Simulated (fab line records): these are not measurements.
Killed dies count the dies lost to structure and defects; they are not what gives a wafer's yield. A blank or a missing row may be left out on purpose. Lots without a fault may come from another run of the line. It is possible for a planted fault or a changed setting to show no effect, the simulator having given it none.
Problem report, 8D (eight disciplines) form, completed by code | flow nand harc | the parts of the form that need people (team, actions taken, sign-off) are left out

## 1. WHAT IS WRONG
At NHARC_END_SORT_01, killed at array averages 622 over 3 wafers from 2 lots, while fault-free wafers read 53, standard deviation 19. That is +30 standard deviations from the usual mean.
Seen first at day 28 15:02 on prober-02, wafer L713.2. At this step, 18 wafers from 6 lots have a number in the record. Rule for "out" (also "out of limits"): further than 4 standard deviations from the usual mean. All remaining wafers that have a number are taken as sound.

## 2. WHAT IT IS AND WHAT IT IS NOT
question                    | is                           | is not
which readings at this step | killed at array, killed dies | killed at other, killed at periphery, killed open, killed short
which lots                  | L710, L713                   | L701, L703, L709, L712
which wafers of those lots  | L710.3, L710.4, L713.2       | L710.5, L713.1, L713.5
read on which gauges        | prober-01, prober-02         | -
when                        | from day 28 15:02            | up to then (10 sound wafers); but 5 sound wafers of L710, L712, L713 came after

## 3. WHAT RULES OUT EACH SUSPECT
Counting: any tool at a process step up to the reading remains a suspect provided it ran every lot that is out. Sound lots after the first of them don't rule it out here, since some wafers of a struck lot are sound.
- the gauge at NHARC_END_SORT_01 is ruled out. Those wafers that are out were read across 2 gauges (prober-01, prober-02).
- pecvd-02 at NHARC_A_CHANNEL_HOLE_D2_DEP_01 (deposits SiON, target thk 140 nm): kept. It ran every lot that is out, first L710 (day 17 01:51); its last sound lot up to then is L709 (day 16 07:22).
- In pecvd-02 at NHARC_A_CHANNEL_HOLE_D2_DEP_01, the wafers that are out were processed in chamber 0 and their sound lot-mates in chambers 1, 2.
After counting, what remains is pecvd-02 at NHARC_A_CHANNEL_HOLE_D2_DEP_01.

## 4. THE CAUSE (what the simulator had put in)
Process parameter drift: pecvd-02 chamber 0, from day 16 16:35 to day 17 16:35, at NHARC_A_CHANNEL_HOLE_D2_DEP_01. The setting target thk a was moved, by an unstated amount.
Only this tool survived the counting.

## 5. THE EFFECT CHAIN, in route order
Each row: a reading whose mean over the struck wafers that have a number lies more than 3 standard deviations from the usual. Only readings for which the record gives a usual standard deviation are gone through. hours: the time from each lot's start at the first step in this table that gives one to its start at this step, as a median over the lots. sigmas: the change in usual standard deviations.
hours | step              | reading         | usual | on struck wafers | change | sigmas
0     | NHARC_END_SORT_01 | killed at array | 53    | 622              | +569   | +30
0     | NHARC_END_SORT_01 | killed dies     | 57    | 625              | +568   | +30

## 6. HOW IT WOULD HAVE BEEN CAUGHT EARLIER
In this record the first reading out of limits at a measuring or inspecting step was taken at day 28 15:02, 286 hours after the fault began at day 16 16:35.
No tool reading at NHARC_A_CHANNEL_HOLE_D2_DEP_01 that has a usual standard deviation in the record was out on any struck wafer, so an alarm limit of 4 standard deviations on those readings would not have fired.
Lots out: 2; all had begun NHARC_A_CHANNEL_HOLE_D2_DEP_01 on pecvd-02 by day 28 15:02. Had the tool been put on hold then, not one of them would have been saved.
